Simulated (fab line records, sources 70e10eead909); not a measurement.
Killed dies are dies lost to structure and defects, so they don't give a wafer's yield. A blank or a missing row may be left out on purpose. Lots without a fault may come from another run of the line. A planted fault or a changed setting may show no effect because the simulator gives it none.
Chamber matching | flow nand_harc | NHARC_P_ZERO_WELL_DESCUM_26 on rie_diel-12: 4 sister chambers
The step chemistry O2, time 3 s. 4 wafers are shown with their chamber, then 12 later ones without.

WAFERS WITH THEIR CHAMBER
wafer  | chamber | showerhead_plenum_p_Torr (Torr)
L089.6 | 1       | 1.87
L091.2 | 0       | 1.89
L091.3 | 3       | 1.99
L091.5 | 2       | 1.98

WAFERS WITHOUT THEIR CHAMBER
wafer  | showerhead_plenum_p_Torr (Torr)
L094.2 | 1.98
L094.3 | 1.98
L094.5 | 1.98
L095.3 | 1.98
L095.4 | 1.86
L095.6 | 1.98
L096.1 | 1.98
L096.3 | 1.88
L096.4 | 1.98
L097.1 | 1.98
L097.4 | 1.86
L097.5 | 1.86

WHICH CHAMBER EACH WENT THROUGH
wafer  | from the rows above     | in truth
L094.2 | can't be placed: 2 or 3 | 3
L094.3 | can't be placed: 2 or 3 | 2
L094.5 | can't be placed: 2 or 3 | 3
L095.3 | can't be placed: 2 or 3 | 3
L095.4 | 1                       | 1
L095.6 | can't be placed: 2 or 3 | 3
L096.1 | can't be placed: 2 or 3 | 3
L096.3 | can't be placed: 1 or 0 | 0
L096.4 | can't be placed: 2 or 3 | 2
L097.1 | can't be placed: 2 or 3 | 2
L097.4 | 1                       | 1
L097.5 | 1                       | 1
Placed correctly: 3 of 12. Can't be placed from these rows: 9 (the true chamber is among the candidates in 9). Placed wrongly: 0.
How it was worked out, from the rows above alone: a wafer's distance from a chamber is the root of the sum, over the readings, of the square of ((its reading less the chamber's mean) divided by the reading's scatter). The wafer belongs to the nearest chamber; if the next one is less than 2 further off, it can't be placed. A chamber's mean is the mean of its shown wafers. The scatter: with one shown wafer a chamber, the root of the mean of the squares of how far each hidden wafer lies from its nearest shown one.
